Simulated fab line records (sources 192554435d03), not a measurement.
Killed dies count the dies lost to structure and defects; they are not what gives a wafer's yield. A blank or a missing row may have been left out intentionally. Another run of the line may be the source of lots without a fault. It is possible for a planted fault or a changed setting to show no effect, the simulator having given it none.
Split-lot experiment    flow n5-finfet    on a route of 1938 steps: 7 lots, 21 wafers read

== THE SPLIT ==
At N5_BEOL_M14_EXPOSE_25 (exposes mask M14, target cd 280 nm), the setting dose-mj was moved away from the recipe's 26.6 on 8 of the 21 wafers read, by -7.4% to +6.8%. This setting was run at the recipe's value on the other wafers.

== FROM THE SPLIT TO THE READING: what the file shows between them, 3 steps ==
- N5_BEOL_M14_PEB_26: peb time 90 s
- N5_BEOL_M14_DEVELOP_27: develop time 45 s
- N5_BEOL_M14_HARDBAKE_32: time 120 s

== THE READING ==
cd-nm at N5_BEOL_M14_CD_MEAS_28, given in nm (cd target 284.4 nm). A value of 284.8 nm with a standard deviation of 1.3 nm is what fault-free wafers of this fab line usually give.

wafer   tool, chamber at the split  dose-mj as run  against the recipe  cd-nm, nm  against lot-mates on the recipe
L074.2  krf-scanner-01, 0           27.1            +1.9%               288.8      +4.6
L074.3  krf-scanner-01, 0           27.1            +1.9%               288.1      +3.9
L074.4  krf-scanner-01, 0           26.6            recipe              284.2      -
L076.3  krf-scanner-01, 0           26.6            recipe              284.9      -
L076.4  krf-scanner-01, 0           26.6            recipe              283.3      -
L076.6  krf-scanner-01, 0           26.6            recipe              285.4      -
L080.3  krf-scanner-01, 0           25.41           -4.5%               278.5      -8.1
L080.4  krf-scanner-01, 0           26.6            recipe              286.1      -
L080.5  krf-scanner-01, 0           26.6            recipe              287.1      -
L085.3  krf-scanner-01, 0           26.6            recipe              284.9      -
L085.4  krf-scanner-01, 0           26.03           -2.1%               282.7      -2.2
L085.5  krf-scanner-01, 0           26.03           -2.1%               281.5      -3.4
L088.4  krf-scanner-01, 0           26.6            recipe              286.1      -
L088.5  krf-scanner-01, 0           24.62           -7.4%               272.3      -13.8
L088.6  krf-scanner-01, 0           24.62           -7.4%               271.4      -14.7
L093.2  krf-scanner-02, 0           26.6            recipe              284.3      -
L093.3  krf-scanner-02, 0           26.6            recipe              284.1      -
L093.5  krf-scanner-02, 0           28.42           +6.8%               295.6      +11.4
L091.1  krf-scanner-02, 0           26.6            recipe              286.2      -
L091.2  krf-scanner-02, 0           26.6            recipe              286.3      -
L091.6  krf-scanner-02, 0           26.6            recipe              287.4      -

FIT RESULTS
A straight line over all 21 wafers: cd-nm changes by +1.68 nm for each +1% of dose-mj; r = +0.98; the points scatter about the line by 1.1 nm.
The same after taking each lot's own level away (the mean of its wafers on the recipe; 21 wafers): +1.83 nm for each +1%; r = +0.99; scatter 0.76 nm.
Per that fit: largest dose-mj move, reading shift of 14 nm.
From 284.20 to 286.63 nm: that is the span of the lots' own levels, equal to 1.9 times the standard deviation above.
The two slopes are in agreement: the lot-to-lot level therefore moves the slope only a little.
Check: for one of the wafers moved furthest among these (-7.4%), held out of the fit, the line's prediction against its lot-mates is -13.5 nm. Against them it came out at -13.8 nm.

== THE WHOLE CHAIN: every reading that the file lists as answering this split, in the file's order ==
step                    what it does                     reading                                                          change (the file's fit)               r (the file's)
N5_BEOL_M14_CD_MEAS_28  target cd 284.4 nm               cd-nm                                                            +1.79 nm for each +1% of the setting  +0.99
N5_BEOL_M14_DESCUM_33   chemistry O2, time 7.9 s         BEOL_M14.cd-nm (the simulator's own value, which no gauge read)  +1.78 nm for each +1% of the setting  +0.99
N5_BEOL_M14_ETCH_68     etches SOC in N2/H2, time 450 s  BEOL_M14.cd-nm (the simulator's own value, which no gauge read)  +1.92 nm for each +1% of the setting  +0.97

== FILE'S OWN FIT ==
cd-nm changes by +1.79 nm for each +1% of dose-mj, r = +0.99.
